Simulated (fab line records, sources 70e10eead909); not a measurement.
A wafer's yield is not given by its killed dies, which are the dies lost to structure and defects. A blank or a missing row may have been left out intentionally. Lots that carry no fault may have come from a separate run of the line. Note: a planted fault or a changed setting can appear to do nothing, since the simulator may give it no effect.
Which tool did it? | flow nand harc | Sampling: 6 lots, 18 wafers, 5 of 1159 route steps

== WHAT THE GAUGES READ, wafer by wafer ==
NHARC_END_SORT_01.
lot  | measured     | on        | killed at array
L844 | day 24 01:24 | prober-01 | 673 41 673
L852 | day 24 10:56 | prober-02 | 674 34 22

== TOOL THAT RAN EACH LOT (tool first, then ch and the chambers of the sampled wafers, then the start) ==
lot  | NHARC_A_STAIRCASE_DEP_322       | NHARC_THIN_TSV_DEP_43           | NHARC_THIN_TSV_DESCUM_14           | NHARC_THIN_TSV_PRE_CLEAN_54
L833 | pecvd-04 ch 0,1, day 13 12:37   | pecvd-03 ch 0,1,2, day 19 16:52 | rie diel-05 ch 0,2,3, day 19 17:50 | pvd sputter-02, day 19 22:37
L837 | pecvd-03 ch 1,2, day 13 22:07   | pecvd-03 ch 0,1,2, day 20 14:42 | rie diel-12 ch 0,1,2, day 20 15:42 | pvd sputter-03, day 20 20:46
L836 | pecvd-01 ch 0,1, day 14 08:22   | pecvd-02 ch 1,2, day 21 03:53   | rie diel-12 ch 0,1, day 21 04:46   | pvd sputter-03, day 21 09:27
L840 | pecvd-04 ch 1,2, day 15 09:35   | pecvd-01 ch 0,2, day 21 11:18   | rie diel-04 ch 0,2,3, day 21 12:18 | pvd sputter-01, day 21 16:59
L844 | pecvd-04 ch 0,1, day 16 12:00   | pecvd-02 ch 0, day 23 04:02     | rie diel-05 ch 0, day 23 05:04     | pvd sputter-03, day 23 10:46
L852 | pecvd-04 ch 0,1,2, day 17 22:13 | pecvd-03 ch 2, day 23 16:50     | rie diel-12 ch 0,3, day 23 17:37   | pvd sputter-02, day 23 22:43
- NHARC_A_STAIRCASE_DEP_322: deposits SiO2, target thk 3800 nm.
- NHARC_THIN_TSV_DEP_43: deposits SiO2, target thk 1328.5 nm.
- NHARC_THIN_TSV_DESCUM_14: chemistry O2, time 3 s.
- NHARC_THIN_TSV_PRE_CLEAN_54: time 30 s.

== THE ANSWER, worked out from the rows above alone ==
Rule: usual is defined by the lots themselves. Put in order of their means at a reading, lots are off if they are a third of the lots or fewer, leave a main group of 4 or more, and stand apart from it by a gap of 3 or more times the standard deviation of the main group's means; of several such gaps the widest counts. Not used: any main group whose means are identical at the precision the tables above print for the reading. Also off: a lot with no number at a reading for which 4 or more lots have one. All remaining lots with rows at the step are treated as sound.
No lot is off on any of the readings shown, so nothing can be concluded from this.

== WHAT THE SIMULATOR HAD INSERTED ==
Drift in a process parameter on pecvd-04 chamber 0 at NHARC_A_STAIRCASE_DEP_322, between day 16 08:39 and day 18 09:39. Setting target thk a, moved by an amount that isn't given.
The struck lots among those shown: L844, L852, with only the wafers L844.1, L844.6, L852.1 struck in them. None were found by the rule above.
